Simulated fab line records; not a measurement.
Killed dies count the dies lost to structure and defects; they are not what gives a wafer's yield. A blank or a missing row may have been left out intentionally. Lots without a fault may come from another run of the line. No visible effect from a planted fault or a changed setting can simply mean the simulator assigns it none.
Chamber matching -- flow n5_finfet -- N5_BEOL_M1_ETCH_69 on rie_diel-06: 4 sister chambers
The step etches SiARC in CF4, target depth 15.6 nm, time 26 s. 14 wafers are shown with their chamber, then 7 later ones without.

## WAFERS WITH THEIR CHAMBER
wafer,chamber,throttle_valve_pct (%),drypump_motor_current_A (A),oes_product_au (a.u.)
L074.2,3,15.85,5.8,0.60
L074.3,0,15.16,5.5,0.84
L074.5,2,15.59,5.8,0.69
L075.3,1,15.62,5.4,0.73
L075.5,2,15.59,5.8,0.68
L075.6,3,15.86,5.8,0.61
L078.1,1,15.61,5.4,0.72
L078.3,0,15.17,5.5,0.83
L078.6,1,15.59,5.4,0.72
L079.1,3,15.88,5.8,0.61
L079.4,0,15.17,5.5,0.82
L079.6,0,15.18,5.5,0.83
L081.2,1,15.61,5.4,0.73
L081.3,2,15.61,5.9,0.67

SIGNATURES, as means of the wafers listed above
reading,chamber 0,chamber 1,chamber 2,chamber 3,scatter within a chamber
throttle_valve_pct,15.1700,15.6075,15.5967,15.8633,0.0119
drypump_motor_current_A,5.500,5.400,5.833,5.800,0.0258
oes_product_au,0.8300,0.7250,0.6800,0.6067,0.00753
Rule: for each reading, subtract the chamber's mean from the wafer's reading, divide by that reading's scatter and square the result; add these up over the readings and take the root, which gives the wafer's distance from the chamber. If the next closest chamber is less than 2 further off than the closest, the wafer can't be placed; otherwise it belongs to the closest. The scatter: the root of (the sum of the squares of (reading less its chamber's mean) over the shown wafers, divided by (wafers less chambers)).

## WAFERS WITH NO CHAMBER GIVEN
wafer,throttle_valve_pct (%),drypump_motor_current_A (A),oes_product_au (a.u.)
L081.4,15.20,5.5,0.81
L083.2,15.20,5.5,0.80
L083.5,15.88,5.8,0.61
L083.6,15.21,5.5,0.81
L093.3,15.64,5.4,0.70
L093.4,15.23,5.5,0.77
L093.6,15.67,5.4,0.70

## THE CHAMBER EACH PASSED THROUGH
wafer,from the rows above,in truth
L081.4,0,0
L083.2,0,0
L083.5,3,3
L083.6,0,0
L093.3,1,1
L093.4,0,0
L093.6,1,1
Correctly placed: 7 of 7. Left unplaced by these rows: 0. 0 placed wrongly.
